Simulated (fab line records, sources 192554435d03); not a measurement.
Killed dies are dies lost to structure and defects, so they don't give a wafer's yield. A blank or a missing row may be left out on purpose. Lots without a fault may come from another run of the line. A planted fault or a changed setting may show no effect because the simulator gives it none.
A struck lot beside a sound one | flow n5_finfet | 41 steps out of a route of 1938
Sound: wafers L527.2, L527.3, L527.5. Struck: wafers L530.1, L530.3, L530.5. The cause comes at the end.
At each step with rows: each side's tool, then ch and its chambers, then its first start. Under that, the readings that differ: sound wafers | struck wafers | difference of the means | sigmas: that difference in standard deviations of wafers without a fault.
alike: readings whose means differ by less than 2 such deviations, and words and numbers that are the same on both sides. not compared: withheld readings, readings that some wafer has no value for, bounds like >300 that may hide the same value, and numbers for which the record gives no deviation and whose values overlap.
The two part at a step that has a row with sigmas, a row that says differs or no value, or rows on one side only. Numbers that don't overlap but have no deviation are shown without sigmas and don't part them. A reading that every wafer of one side lacks parts them only if that side has two wafers or more.

first, 12 steps without rows for these wafers: N5_HKMG_FIN_STRIP_33 (strips in N2/H2); N5_HKMG_FIN_STRIP_34 (strips in CF4); N5_HKMG_FIN_ETCH_35 (etches SOC in N2/H2, target depth 215.8 nm, time 243.4 s); N5_HKMG_FIN_STRIP_92 (strips SOC in N2/H2, time 20 s); N5_HKMG_FIN_WET_ETCH_18 (etches TiN in SC1, time 55 s, target depth 5.2 nm, rinse time 30 s); N5_HKMG_FIN_STRIP_19 (strips in N2/H2, time 360 s); N5_HKMG_FIN_ALD_91 (deposits TiN, target thk 1 nm, pulse time 1 s, purge time 3 s); N5_HKMG_FIN_COAT_85 (time 60 s, resist thk 300 nm); N5_HKMG_FIN_ETCH_86 (etches SOC in N2/H2, stops on TiN, target depth 393.2 nm); N5_HKMG_FIN_STRIP_89 (strips SOC in N2/H2, time 20 s); N5_HKMG_FIN_WET_ETCH_87 (etches TiN in SC1, time 154.2 s, target depth 4.7 nm, rinse time 30 s); N5_HKMG_FIN_STRIP_88 (strips in N2/H2, time 360 s).
N5_HKMG_FIN_NWFM_ALD_20: deposits TiAlC, target thk 2 nm, pulse time 3 s, purge time 2 s.
  sound on ald_metal-04 ch 1,2,3, day 7 17:30; struck on ald_metal-01 ch 1,2,3, day 8 12:32
  reading              | sound                | struck               | difference | sigmas
  susceptor_temp_C (C) | 300.29 299.99 300.25 | 307.97 307.38 307.41 | +7.41      | +34
  alike: heater_power_w, precursor_pulse_height_rel
then, 26 steps without rows for these wafers: N5_HKMG_FIN_ALD_71 (deposits TiN, target thk 1 nm, pulse time 1 s, purge time 3 s); N5_HKMG_FIN_COAT_66 (time 60 s, resist thk 300 nm); N5_HKMG_FIN_ETCH_67 (etches SOC in N2/H2, stops on TiN, target depth 388.9 nm); N5_HKMG_FIN_STRIP_90 (strips SOC in N2/H2, time 20 s); N5_HKMG_FIN_WET_ETCH_73 (etches the open film in SC1, time 42.3 s, target depth 1.3 nm, rinse time 30 s); N5_HKMG_FIN_ETCHBACK_68 (etches the open film in Cl2/Ar, stops on HfO2, target depth 0.5 nm); N5_HKMG_FIN_STRIP_69 (strips in N2/H2, time 360 s); N5_HKMG_FIN_ALD_21 (deposits TiN, target thk 1.5 nm, pulse time 1 s, purge time 3 s); N5_HKMG_FIN_ALD_72 (deposits W, target thk 2 nm, pulse time 1 s, purge time 2 s); N5_HKMG_FIN_W_FILL_22 (material W, target thk 60 nm, time 18.2 s); N5_HKMG_FIN_PRECLEAN_83 (cleans in DIW, time 57.5 s); N5_HKMG_FIN_SRD_84 (dry time 32 s); N5_HKMG_FIN_CMP_23 (polishes, stops on SiNx, t overpolish 10 s, target thk 46.326 nm); N5_HKMG_FIN_CMP_94 (polishes, stops on SiNx, t overpolish 4.7 s, target thk 43.299 nm); N5_GATE_CUT_ETCHBACK_00 (etches W in SF6/Cl2); N5_GATE_CUT_ETCH_56 (etches TiN in Cl2/Ar, target depth 21.6 nm); N5_GATE_CUT_ETCHBACK_30 (etches TiN in Cl2/Ar, target depth 3 nm); N5_GATE_CUT_VAPOR_ETCH_60 (etches HfO2 in BCl3/Cl2); N5_GATE_CUT_ETCH_58 (etches SiNx in CH3F/O2, target depth 17 nm, time 128.6 s); N5_GATE_CUT_STRIP_59 (strips in N2/H2, time 20 s); N5_GATE_CUT_PRECLEAN_31 (cleans in DIW, time 300 s); N5_GATE_CUT_SRD_32 (time 30 s); N5_GATE_CUT_SAC_CAP_01 (material SiNx, target thk 24 nm, pulse time 1 s, ald cycles 480); N5_GATE_CUT_PECVD_57 (deposits SiNx from SiH4/NH3/N2, target thk 21 nm); N5_GATE_CUT_CMP_02 (polishes, stops on SiO2, t overpolish 12.7 s, target thk 0 nm); N5_GATE_CUT_HM_DEP_46 (deposits SiO2 from TEOS/O2, target thk 130 nm, time 26.6 s).
-- the record jumps here: 4 days lie between the struck wafers' starts before and after (it left off in module GATE_CUT and takes up again in module BEOL_M4, whose first step shown is number 1111 of the route) --
N5_BEOL_M4_RC_MEAS_101:
  sound on prober-01 ch 0, day 11 12:13; struck on prober-02 ch 0, day 12 11:20
  reading             | sound                      | struck                     | difference | sigmas
  IOFF_N (nA/um)      | 0.185 0.178 0.183          | 0.275 0.238 0.211          | +0.059     | +3
  IOFF_N_85C (nA/um)  | 3.5 3.4 3.5                | 5.0 4.4 4.0                | +1.0       | +3
  IOFF_N_LIN (nA/um)  | 0.085 0.080 0.084          | 0.129 0.110 0.099          | +0.030     | +3
  IOFF_N_LONG (nA/um) | 5.73e-05 5.72e-05 5.69e-05 | 7.52e-05 7.52e-05 7.55e-05 | +1.82e-05  | +9
  IOFF_P (nA/um)      | 0.249 0.247 0.241          | 0.187 0.176 0.151          | -0.074     | -3
  ION_N (uA/um)       | 686 675 679                | 721 705 699                | +28        | +3
  VT_N (mV)           | 244.7 247.9 245.7          | 235.3 237.1 240.6          | -8.4       | -3
  VT_N_LONG (mV)      | 275.5 274.4 275.2          | 261.7 262.0 259.3          | -14.0      | -8
  VT_N_LVT (mV)       | 94.9 96.0 95.6             | 82.6 85.4 88.1             | -10.1      | -4
  VT_P (mV)           | -246.1 -248.8 -248.7       | -254.6 -254.6 -257.2       | -7.6       | -3
  alike: DIBL_N, DIBL_P, ION_P, SS_N, SS_P
-- the record jumps here: 5 days lie between the struck wafers' starts before and after (it left off in module BEOL_M4 and takes up again in module PASSIVATION, whose first step shown is number 1936 of the route) --
N5_PASSIVATION_PROBE_49:
  sound on prober-01, day 15 21:32; struck on prober-02, day 17 01:07
  reading             | sound    | struck   | difference | sigmas
  killed_at_front_end | 22 27 22 | 52 59 44 | +28        | +3
  alike: defect_limited_yield, killed_at_M0_to_M3, killed_at_M4_up, killed_at_contacts, killed_at_other, killed_dies, killed_open, killed_short, sort_bin_5_function, sort_bin_6_memory, sort_n_pass, sort_yield_pct
  not compared: sort_bin_4_leakage

WHERE THEY PART
First at N5_HKMG_FIN_NWFM_ALD_20; last, within this record, at N5_PASSIVATION_PROBE_49.

WHY: what the simulator had put in
Process parameter drift: ald_metal-01, from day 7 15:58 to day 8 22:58, at N5_HKMG_FIN_NWFM_ALD_20. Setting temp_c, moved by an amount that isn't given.
